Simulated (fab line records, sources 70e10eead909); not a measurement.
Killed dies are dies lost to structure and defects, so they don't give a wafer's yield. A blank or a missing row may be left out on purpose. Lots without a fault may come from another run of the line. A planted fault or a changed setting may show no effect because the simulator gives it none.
Which tool did it? | flow nand_harc | 24 lots, 72 wafers sampled, at 6 steps of a route of 1302

WHAT THE GAUGES READ, wafer by wafer
NHARC_P_CONTACT_INSPECT_14. Usual: raw_defect_count 4.2, standard deviation 2.4.
lot  | measured     | on                | raw_defect_count | flag
L074 | day 5 20:16  | defect_inspect-02 | 4 0 0            |
L075 | day 6 11:14  | defect_inspect-02 | 6 2 5            |
L076 | day 6 15:41  | defect_inspect-02 | 4 4 3            |
L077 | day 7 04:42  | defect_inspect-01 | 2 2 3            |
L078 | day 7 07:53  | defect_inspect-01 | 7 3 4            |
L079 | day 7 20:53  | defect_inspect-02 | 1 1 3            |
L080 | day 8 10:07  | defect_inspect-01 | 5 5 5            |
L081 | day 8 22:53  | defect_inspect-02 | 2 3 2            |
L082 | day 9 07:22  | defect_inspect-01 | 6 5 6            |
L083 | day 9 10:43  | defect_inspect-02 | 3 6 2            |
L084 | day 10 08:57 | defect_inspect-01 | 7 4 9            |
L085 | day 10 12:02 | defect_inspect-02 | 2 7 11           |
L086 | day 10 18:38 | defect_inspect-01 | 5 4 5            |
L087 | day 11 10:25 | defect_inspect-02 | 3 2 5            |
L088 | day 12 00:47 | defect_inspect-01 | 1 5 4            |
L089 | day 12 01:15 | defect_inspect-02 | 4 6 5            |
L090 | day 12 19:28 | defect_inspect-01 | 3 2 6            |
L091 | day 12 23:39 | defect_inspect-01 | 3 7 6            |
L092 | day 13 19:26 | defect_inspect-01 | 9 9 6            |
L093 | day 14 00:13 | defect_inspect-01 | 3 5 2            |
L094 | day 14 05:31 | defect_inspect-01 | 0 2 4            |
L095 | day 14 10:19 | defect_inspect-02 | 1 3 3            |
L096 | day 15 00:55 | defect_inspect-01 | 2 3 3            |
L097 | day 15 12:15 | defect_inspect-01 | 0 1 1            |

NHARC_P_M0_INSPECT_11. Usual: raw_defect_count 4.4, standard deviation 2.8.
lot  | measured     | on                | raw_defect_count | flag
L074 | day 6 00:28  | defect_inspect-02 | 9 10 7           |
L075 | day 6 15:26  | defect_inspect-01 | 4 2 4            |
L076 | day 6 19:55  | defect_inspect-02 | 2 1 1            |
L077 | day 7 08:54  | defect_inspect-02 | 7 0 1            |
L078 | day 7 12:06  | defect_inspect-01 | 4 3 1            |
L079 | day 8 01:14  | defect_inspect-02 | 3 5 2            |
L080 | day 8 14:19  | defect_inspect-02 | 9 5 2            |
L081 | day 9 03:03  | defect_inspect-01 | 3 4 0            |
L082 | day 9 11:42  | defect_inspect-02 | 5 4 5            |
L083 | day 9 14:52  | defect_inspect-02 | 2 5 3            |
L084 | day 10 13:07 | defect_inspect-02 | 6 5 12           |
L085 | day 10 16:10 | defect_inspect-01 | 5 6 7            |
L086 | day 10 22:49 | defect_inspect-02 | 7 0 7            |
L087 | day 11 14:34 | defect_inspect-02 | 4 4 4            |
L088 | day 12 04:50 | defect_inspect-02 | 2 6 2            |
L089 | day 12 05:23 | defect_inspect-01 | 4 5 5            |
L090 | day 12 23:47 | defect_inspect-02 | 4 4 5            |
L091 | day 13 03:51 | defect_inspect-01 | 2 11 4           |
L092 | day 13 23:35 | defect_inspect-01 | 9 10 7           |
L093 | day 14 04:25 | defect_inspect-02 | 4 5 3            |
L094 | day 14 09:43 | defect_inspect-01 | 5 0 2            |
L095 | day 14 14:36 | defect_inspect-02 | 4 2 0            |
L096 | day 15 05:04 | defect_inspect-02 | 0 4 2            |
L097 | day 15 16:25 | defect_inspect-02 | 2 2 1            |

NHARC_P_M0_THK_MEAS_24: measures by xrf. Usual: thk_nm 117.4 nm, standard deviation 1.7.
lot  | measured     | on            | thk_nm (nm)       | flag
L074 | day 6 02:58  | film_metro-02 | 118.7 117.0 117.9 |
L075 | day 6 17:47  | film_metro-02 | 119.7 116.2 119.8 |
L076 | day 6 22:20  | film_metro-02 | 114.5 120.4 118.6 |
L077 | day 7 11:22  | film_metro-01 | 119.7 118.1 115.5 |
L078 | day 7 14:29  | film_metro-01 | 118.4 112.7 114.4 |
L079 | day 8 03:44  | film_metro-02 | 117.1 118.0 116.2 |
L080 | day 8 16:41  | film_metro-02 | 119.0 117.0 116.7 |
L081 | day 9 05:44  | film_metro-02 | 118.4 120.3 117.4 |
L082 | day 9 14:05  | film_metro-01 | 119.7 117.7 116.2 |
L083 | day 9 17:34  | film_metro-01 | 117.8 119.3 116.7 |
L084 | day 10 15:34 | film_metro-02 | 118.7 119.7 118.5 |
L085 | day 10 18:35 | film_metro-01 | 118.6 119.8 119.6 |
L086 | day 11 01:10 | film_metro-02 | 115.6 114.7 117.3 |
L087 | day 11 16:56 | film_metro-01 | 116.2 117.8 116.8 |
L088 | day 12 07:14 | film_metro-01 | 119.4 117.7 117.6 |
L089 | day 12 07:55 | film_metro-02 | 116.8 118.2 119.2 |
L090 | day 13 02:25 | film_metro-02 | 116.9 115.7 118.2 |
L091 | day 13 06:26 | film_metro-02 | 116.2 112.0 116.2 |
L092 | day 14 01:58 | film_metro-02 | 115.9 115.8 116.7 |
L093 | day 14 06:47 | film_metro-02 | 118.7 117.3 119.5 |
L094 | day 14 12:06 | film_metro-01 | 116.6 118.4 116.1 |
L095 | day 14 16:59 | film_metro-02 | 117.0 117.9 115.6 |
L096 | day 15 07:26 | film_metro-02 | 118.3 116.9 116.7 |
L097 | day 15 18:49 | film_metro-02 | 115.8 118.4 117.6 |

NHARC_P_M2_CD_MEAS_09: target cd 170 nm. Usual: cd_nm 170.1 nm, standard deviation 0.57.
lot  | measured     | on        | cd_nm (nm)        | flag
L074 | day 6 08:46  | cd_sem-03 | 169.4 169.4 168.3 |
L075 | day 6 23:28  | cd_sem-03 | 170.9 170.1 170.2 |
L076 | day 7 03:55  | cd_sem-02 | 169.9 170.4 170.9 |
L077 | day 7 17:05  | cd_sem-02 | 169.9 170.9 169.4 |
L078 | day 7 20:16  | cd_sem-03 | 171.3 170.7 170.0 |
L079 | day 8 09:53  | cd_sem-01 | 170.3 170.5 171.3 |
L080 | day 8 22:38  | cd_sem-01 | 168.6 168.6 169.1 |
L081 | day 9 11:40  | cd_sem-01 | 169.9 169.2 171.3 |
L082 | day 9 20:59  | cd_sem-02 | 170.0 170.6 170.1 |
L083 | day 10 00:01 | cd_sem-01 | 169.8 170.0 169.9 |
L084 | day 10 21:11 | cd_sem-03 | 170.4 169.5 169.7 |
L085 | day 11 00:18 | cd_sem-03 | 169.3 169.2 169.5 |
L086 | day 11 06:57 | cd_sem-01 | 169.6 169.9 169.0 |
L087 | day 11 22:32 | cd_sem-02 | 170.3 169.8 169.1 |
L088 | day 12 12:55 | cd_sem-02 | 170.0 170.2 170.5 |
L089 | day 12 13:59 | cd_sem-03 | 170.4 169.9 170.0 |
L090 | day 13 07:58 | cd_sem-03 | 170.2 170.3 169.9 |
L091 | day 13 12:08 | cd_sem-02 | 169.3 169.4 170.4 |
L092 | day 14 07:34 | cd_sem-02 | 170.1 169.7 169.7 |
L093 | day 14 12:59 | cd_sem-01 | 170.8 170.0 170.3 |
L094 | day 14 18:13 | cd_sem-02 | 169.6 170.5 170.6 |
L095 | day 14 22:37 | cd_sem-03 | 170.1 171.3 170.2 |
L096 | day 15 12:53 | cd_sem-02 | 170.0 170.4 170.3 |
L097 | day 16 00:32 | cd_sem-02 | 170.4 170.3 170.3 |

NHARC_P_M2_INSPECT_11. Usual: raw_defect_count 4.5, standard deviation 2.7.
lot  | measured     | on                | raw_defect_count | flag
L074 | day 6 08:52  | defect_inspect-02 | 7 11 11          |
L075 | day 6 23:35  | defect_inspect-01 | 5 2 4            |
L076 | day 7 04:02  | defect_inspect-02 | 5 2 0            |
L077 | day 7 17:13  | defect_inspect-02 | 8 4 4            |
L078 | day 7 20:23  | defect_inspect-01 | 3 0 1            |
L079 | day 8 10:00  | defect_inspect-02 | 1 5 2            |
L080 | day 8 22:46  | defect_inspect-01 | 2 4 2            |
L081 | day 9 11:47  | defect_inspect-01 | 2 4 5            |
L082 | day 9 21:07  | defect_inspect-02 | 7 1 5            |
L083 | day 10 00:09 | defect_inspect-01 | 3 3 1            |
L084 | day 10 21:18 | defect_inspect-02 | 5 5 11           |
L085 | day 11 00:25 | defect_inspect-02 | 6 8 9            |
L086 | day 11 07:05 | defect_inspect-02 | 5 6 1            |
L087 | day 11 22:40 | defect_inspect-01 | 2 2 10           |
L088 | day 12 13:02 | defect_inspect-02 | 3 6 2            |
L089 | day 12 14:06 | defect_inspect-02 | 6 4 5            |
L090 | day 13 08:07 | defect_inspect-01 | 4 7 4            |
L091 | day 13 12:16 | defect_inspect-01 | 3 7 5            |
L092 | day 14 07:41 | defect_inspect-02 | 9 8 8            |
L093 | day 14 13:07 | defect_inspect-02 | 4 7 4            |
L094 | day 14 18:21 | defect_inspect-01 | 4 0 3            |
L095 | day 14 22:44 | defect_inspect-02 | 3 2 6            |
L096 | day 15 13:01 | defect_inspect-01 | 0 2 2            |
L097 | day 16 00:40 | defect_inspect-02 | 7 2 3            |

WHICH TOOL RAN EACH LOT (tool, then ch and the chambers of the sampled wafers, then the start)
lot  | NHARC_P_M0_ETCH_15
L074 | rie_diel-11 ch 0,3, day 6 00:49
L075 | rie_diel-11 ch 1,2, day 6 17:47 or earlier
L076 | rie_diel-04 ch 0,2,3, day 6 22:20 or earlier
L077 | rie_diel-04 ch 0,1,3, day 7 11:22 or earlier
L078 | rie_diel-11 ch 0,1,2, day 7 14:29 or earlier
L079 | rie_diel-11 ch 0,3, day 8 03:44 or earlier
L080 | rie_diel-11 ch 0,1, day 8 16:41 or earlier
L081 | rie_diel-13 ch 2,3, day 9 05:44 or earlier
L082 | rie_diel-13 ch 0,1,2, day 9 14:05 or earlier
L083 | rie_diel-11 ch 1,2, day 9 17:34 or earlier
L084 | rie_diel-11 ch 0,2, day 10 15:34 or earlier
L085 | rie_diel-11 ch 0,3, day 10 18:35 or earlier
L086 | rie_diel-11 ch 0,1,3, day 11 01:10 or earlier
L087 | rie_diel-11 ch 1,3, day 11 16:56 or earlier
L088 | rie_diel-11 ch 0,2,3, day 12 07:14 or earlier
L089 | rie_diel-11 ch 0,1, day 12 07:55 or earlier
L090 | rie_diel-04 ch 2,3, day 13 02:25 or earlier
L091 | rie_diel-04 ch 0,3, day 13 06:26 or earlier
L092 | rie_diel-13 ch 0,1, day 14 01:58 or earlier
L093 | rie_diel-11 ch 0,2,3, day 14 06:47 or earlier
L094 | rie_diel-04 ch 0,1,2, day 14 12:06 or earlier
L095 | rie_diel-11 ch 1,2,3, day 14 16:59 or earlier
L096 | rie_diel-11 ch 0,1,3, day 15 07:26 or earlier
L097 | rie_diel-04 ch 0,1,2, day 15 18:49 or earlier
- NHARC_P_M0_ETCH_15: etches the open film in C4F8/Ar, target depth 150 nm, overetch 15 nm, time 82.5 s.

WHAT THE TOOLS THEMSELVES READ (means of the sampled wafers that have a number; where no wafer has one, the mark that the record gives instead)
NHARC_P_M0_ETCH_15. Usual: bias_w 300.0 W, standard deviation 0.83; oes_product_au 0.958 a.u., standard deviation 0.02; rf_vpp_V 442.0 V, standard deviation 2.9.
lot  | tool        | bias_w (W) | oes_product_au (a.u.) | rf_vpp_V (V) | flag
L074 | rie_diel-11 | 300.1      | 0.955                 | 444.3        |
L075 | rie_diel-11 | 300.6      | 0.968                 | 441.9        |
L076 | rie_diel-04 | 300.4      | 0.919                 | 440.5        |
L077 | rie_diel-04 | 300.0      | 0.946                 | 442.7        |
L078 | rie_diel-11 | 300.3      | 0.967                 | 442.7        |
L079 | rie_diel-11 | 299.8      | 0.970                 | 444.2        |
L080 | rie_diel-11 | 300.5      | 0.967                 | 443.3        |
L081 | rie_diel-13 | 299.4      | 0.963                 | 440.9        |
L082 | rie_diel-13 | 300.8      | 0.972                 | 439.2        |
L083 | rie_diel-11 | 299.5      | 0.957                 | 440.5        |
L084 | rie_diel-11 | 299.1      | 0.961                 | 444.1        |
L085 | rie_diel-11 | 300.0      | 0.972                 | 444.2        |
L086 | rie_diel-11 | 300.4      | 0.934                 | 442.4        |
L087 | rie_diel-11 | 299.9      | 0.977                 | 441.8        |
L088 | rie_diel-11 | 299.6      | 0.973                 | 444.1        |
L089 | rie_diel-11 | 299.9      | 0.980                 | 440.9        |
L090 | rie_diel-04 | 300.0      | 0.953                 | 437.8        |
L091 | rie_diel-04 | 299.9      | 0.930                 | 441.9        |
L092 | rie_diel-13 | 300.2      | 0.977                 | 437.3        |
L093 | rie_diel-11 | 299.6      | 0.958                 | 443.6        |
L094 | rie_diel-04 | 299.6      | 0.919                 | 441.8        |
L095 | rie_diel-11 | 300.7      | 0.969                 | 441.7        |
L096 | rie_diel-11 | 299.5      | 0.946                 | 442.9        |
L097 | rie_diel-04 | 300.5      | 0.975                 | 441.9        |

THE ANSWER, worked out from the rows above alone
Rule: a lot is off if the mean of its wafers that have a number lies more than 3 standard deviations from the usual mean. A lot without any number at a reading at which 4 lots or more have one is off too. The other lots that the step has rows for count as sound. The gauges are gone through in route order, then the tools' own readings, and for those a lot's mean is taken as printed above. The first step at which some lot is off is used, and at that step the reading that is off furthest; a lot without a number counts as furthest.
No lot is off at any reading shown: from this, nothing can be told.

WHAT THE SIMULATOR HAD PUT IN
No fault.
